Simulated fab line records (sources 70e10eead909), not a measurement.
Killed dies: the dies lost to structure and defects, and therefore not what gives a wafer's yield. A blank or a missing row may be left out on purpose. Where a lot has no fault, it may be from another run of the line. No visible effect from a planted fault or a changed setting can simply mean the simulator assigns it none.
The tool behind it: which one? | flow nand_harc | 12 lots, 36 wafers sampled, at 5 steps of a route of 1302

## WHAT THE GAUGES SHOWED, per wafer
NHARC_END_SORT_01. Usual: killed_at_array 52, standard deviation 16; killed_at_other 0.8, standard deviation 1.1; killed_at_periphery 4.2, standard deviation 2.5; killed_dies 57, standard deviation 16; killed_open 3.4, standard deviation 2; killed_short 2.6, standard deviation 1.6.
lot  | measured     | on        | killed_at_array | killed_at_other | killed_at_periphery | killed_dies | killed_open | killed_short | flag
L360 | day 31 22:51 | prober-02 | 670 669 54      | 2 0 1           | 5 8 3               | 677 677 58  | 8 6 4       | 3 4 4        | OFF
L363 | day 33 02:05 | prober-01 | 52 673 72       | 0 1 0           | 3 3 3               | 55 677 75   | 3 2 6       | 2 0 1        | OFF

## WHICH TOOL RAN EACH LOT (tool, then ch and the chambers of the sampled wafers, then the start)
lot  | NHARC_A_SLIT_STRIP_18                         | NHARC_A_WL_FILL_CVD_03        | NHARC_A_WL_FILL_ETCHBACK_04       | NHARC_A_WL_FILL_STRIP_27
L344 | rie_diel-05 ch 0,1,2, day 21 05:48 or earlier | cvd_w-01 ch 0,1, day 21 05:48 | rie_metal-01 ch 0,1, day 21 06:07 | plasma_asher-02 ch 0,1, day 21 06:30
L346 | rie_diel-03 ch 0,2, day 21 09:38 or earlier   | cvd_w-02 ch 0, day 21 09:38   | rie_metal-02 ch 0,1, day 21 10:21 | plasma_asher-01 ch 0,1, day 21 10:43
L345 | rie_diel-03 ch 1,2,3, day 22 01:56 or earlier | cvd_w-01 ch 0,1, day 22 01:56 | rie_metal-03 ch 0,1, day 22 02:18 | plasma_asher-02 ch 0,1, day 22 02:45
L349 | rie_diel-05 ch 0,1,2, day 22 12:45 or earlier | cvd_w-02 ch 0,1, day 22 12:45 | rie_metal-03 ch 0,1, day 22 13:07 | plasma_asher-02 ch 0,1, day 22 13:31
L351 | rie_diel-07 ch 1,3, day 23 11:34 or earlier   | cvd_w-01 ch 1, day 23 11:34   | rie_metal-02 ch 0,1, day 23 11:56 | plasma_asher-01 ch 0,1, day 23 12:19
L350 | rie_diel-05 ch 0,1,2, day 23 11:34 or earlier | cvd_w-02 ch 0,1, day 23 11:34 | rie_metal-03 ch 0,1, day 23 11:57 | plasma_asher-02 ch 0,1, day 23 12:20
L352 | rie_diel-07 ch 0,3, day 24 08:02 or earlier   | cvd_w-02 ch 0,1, day 24 08:02 | rie_metal-01 ch 0,1, day 24 08:23 | plasma_asher-01 ch 0,1, day 24 08:46
L353 | rie_diel-03 ch 1,2,3, day 24 20:21 or earlier | cvd_w-01 ch 0,1, day 24 20:21 | rie_metal-02 ch 1, day 24 20:46   | plasma_asher-01 ch 0,1, day 24 21:07
L360 | rie_diel-05 ch 0,2,3, day 27 20:06 or earlier | cvd_w-02 ch 0,1, day 27 20:06 | rie_metal-01 ch 0,1, day 27 20:31 | plasma_asher-02 ch 0,1, day 27 20:52
L364 | rie_diel-05 ch 0,1, day 28 14:19 or earlier   | cvd_w-01 ch 0,1, day 28 14:19 | rie_metal-02 ch 0,1, day 28 14:43 | plasma_asher-01 ch 0,1, day 28 15:05
L363 | rie_diel-03 ch 0,1,3, day 28 14:31 or earlier | cvd_w-02 ch 0,1, day 28 14:31 | rie_metal-01 ch 0,1, day 28 14:53 | plasma_asher-02 ch 0,1, day 28 15:16
L365 | rie_diel-07 ch 0,2,3, day 29 05:21 or earlier | cvd_w-01 ch 0,1, day 29 05:21 | rie_metal-03 ch 0,1, day 29 05:43 | plasma_asher-01 ch 0,1, day 29 06:06
- NHARC_A_SLIT_STRIP_18: strips in O2.
- NHARC_A_WL_FILL_CVD_03: deposits W, target thk 40 nm, time 279 s.
- NHARC_A_WL_FILL_ETCHBACK_04: etches the open film in NF3, target depth 60 nm, time 120 s.
- NHARC_A_WL_FILL_STRIP_27: strips in N2/H2, time 20 s.

## AS READ BY THE TOOLS THEMSELVES (means over the sampled wafers that have a number; for cases with no such wafer, the mark the record gives instead)
NHARC_A_SLIT_STRIP_18. Usual: drypump_motor_current_A 5.8 A, standard deviation 0.46; oes_product_au 1.002 a.u., standard deviation 0.0082; rf_vpp_V 57.9 V, standard deviation 0.91; showerhead_plenum_p_Torr 3.56 Torr, standard deviation 0.15; throttle_valve_pct 17.036 %, standard deviation 0.009.
lot  | tool        | drypump_motor_current_A (A) | oes_product_au (a.u.) | rf_vpp_V (V) | showerhead_plenum_p_Torr (Torr) | throttle_valve_pct (%) | flag
L344 | rie_diel-05 | 5.7                         | 1.003                 | 59.6         | 3.69                            | 17.035                 |
L346 | rie_diel-03 | 6.2                         | 1.017                 | 58.1         | 3.65                            | 17.033                 |
L345 | rie_diel-03 | 5.8                         | 1.001                 | 57.8         | 3.50                            | 17.042                 |
L349 | rie_diel-05 | 5.7                         | 1.001                 | 58.1         | 3.69                            | 17.038                 |
L351 | rie_diel-07 | 5.7                         | 0.995                 | 57.9         | 3.47                            | 17.050                 |
L350 | rie_diel-05 | 5.7                         | 0.995                 | 57.7         | 3.69                            | 17.030                 |
L352 | rie_diel-07 | 6.2                         | 0.997                 | 57.2         | 3.53                            | 17.040                 |
L353 | rie_diel-03 | 5.9                         | 1.003                 | 58.0         | 3.50                            | 17.035                 |
L360 | rie_diel-05 | 5.8                         | 1.010                 | 58.6         | 3.67                            | 17.037                 |
L364 | rie_diel-05 | 6.1                         | 1.000                 | 58.3         | 3.63                            | 17.040                 |
L363 | rie_diel-03 | 5.5                         | 1.000                 | 57.4         | 3.38                            | 17.037                 |
L365 | rie_diel-07 | 5.9                         | 1.001                 | 57.2         | 3.50                            | 17.042                 |

NHARC_A_WL_FILL_CVD_03. Usual: heater_power_w 470 W, standard deviation 39; throttle_valve_pct 8.11 %, standard deviation 0.17.
lot  | tool     | heater_power_w (W) | throttle_valve_pct (%) | flag
L344 | cvd_w-01 | 506                | 7.98                   |
L346 | cvd_w-02 | 424                | 8.03                   |
L345 | cvd_w-01 | 498                | 8.00                   |
L349 | cvd_w-02 | 447                | 8.20                   |
L351 | cvd_w-01 | 529                | 8.13                   |
L350 | cvd_w-02 | 442                | 8.10                   |
L352 | cvd_w-02 | 451                | 8.08                   |
L353 | cvd_w-01 | 506                | 8.12                   |
L360 | cvd_w-02 | 468                | 8.06                   |
L364 | cvd_w-01 | 515                | 8.17                   |
L363 | cvd_w-02 | 459                | 8.11                   |
L365 | cvd_w-01 | 508                | 8.09                   |

NHARC_A_WL_FILL_ETCHBACK_04. Usual: drypump_motor_current_A 6.0 A, standard deviation 0.72; he_backside_leak_sccm 3.38 sccm, standard deviation 0.23; oes_product_au 1.003 a.u., standard deviation 0.0066.
lot  | tool         | drypump_motor_current_A (A) | he_backside_leak_sccm (sccm) | oes_product_au (a.u.) | flag
L344 | rie_metal-01 | 5.5                         | 3.59                         | 0.994                 |
L346 | rie_metal-02 | 6.6                         | 3.22                         | 0.995                 |
L345 | rie_metal-03 | 5.7                         | 3.21                         | 1.005                 |
L349 | rie_metal-03 | 5.4                         | 3.33                         | 1.007                 |
L351 | rie_metal-02 | 6.6                         | 3.31                         | 1.009                 |
L350 | rie_metal-03 | 5.7                         | 3.27                         | 1.005                 |
L352 | rie_metal-01 | 5.9                         | 3.58                         | 1.001                 |
L353 | rie_metal-02 | 6.6                         | 3.34                         | 1.006                 |
L360 | rie_metal-01 | 5.5                         | 3.67                         | 0.826                 | OFF
L364 | rie_metal-02 | 6.6                         | 3.21                         | 1.003                 |
L363 | rie_metal-01 | 5.9                         | 3.67                         | 0.923                 | OFF
L365 | rie_metal-03 | 5.7                         | 3.32                         | 1.005                 |

NHARC_A_WL_FILL_STRIP_27. Usual: drypump_motor_current_A 5.5 A, standard deviation 0.62; heater_power_w 335 W, standard deviation 13; temp_c 250.03 C, standard deviation 0.2.
lot  | tool            | drypump_motor_current_A (A) | heater_power_w (W) | temp_c (C) | flag
L344 | plasma_asher-02 | 5.3                         | 336                | 250.24     |
L346 | plasma_asher-01 | 6.0                         | 326                | 249.81     |
L345 | plasma_asher-02 | 5.3                         | 338                | 250.04     |
L349 | plasma_asher-02 | 5.4                         | 347                | 250.22     |
L351 | plasma_asher-01 | 6.0                         | 332                | 250.02     |
L350 | plasma_asher-02 | 5.3                         | 342                | 249.60     |
L352 | plasma_asher-01 | 5.4                         | 337                | 250.03     |
L353 | plasma_asher-01 | 5.4                         | 335                | 250.01     |
L360 | plasma_asher-02 | 5.3                         | 330                | 249.85     |
L364 | plasma_asher-01 | 6.0                         | 325                | 250.06     |
L363 | plasma_asher-02 | 5.4                         | 336                | 250.02     |
L365 | plasma_asher-01 | 6.0                         | 330                | 250.04     |

## THE ANSWER, worked out from the rows above alone
Rule: a lot is off if the mean of its wafers that have a number lies more than 3 standard deviations from the usual mean. A lot without any number at a reading at which 4 lots or more have one is off too. Where the step has rows for the other lots, those lots are counted as sound. First the gauges in route order, then the tools' own readings, where a lot's mean is used as printed above. At the first step where some lot is off, the reading lying furthest off is the one used; lots without a number count as furthest.
Off at NHARC_END_SORT_01 (killed_dies): L360, L363. Neither off nor sound, because the step has no rows for them: L344, L346, L345, L349, L351, L350, L352, L353, L364, L365.
A tool fits if, at a process step before that reading, it ran every lot that is off, and no sound lot after the first of them. The gauges at NHARC_END_SORT_01 aren't tried: what is off there is off at NHARC_A_WL_FILL_ETCHBACK_04 too, on other tools, and a gauge's error can't cause that. Because NHARC_A_SLIT_STRIP_18 lacks a start for some lots, the hours and order of its lots are taken from NHARC_A_WL_FILL_CVD_03. Can't be told from this: 3 tools fit, cvd_w-02 at NHARC_A_WL_FILL_CVD_03, rie_metal-01 at NHARC_A_WL_FILL_ETCHBACK_04, plasma_asher-02 at NHARC_A_WL_FILL_STRIP_27.

## WHAT THE SIMULATOR HAD INSERTED
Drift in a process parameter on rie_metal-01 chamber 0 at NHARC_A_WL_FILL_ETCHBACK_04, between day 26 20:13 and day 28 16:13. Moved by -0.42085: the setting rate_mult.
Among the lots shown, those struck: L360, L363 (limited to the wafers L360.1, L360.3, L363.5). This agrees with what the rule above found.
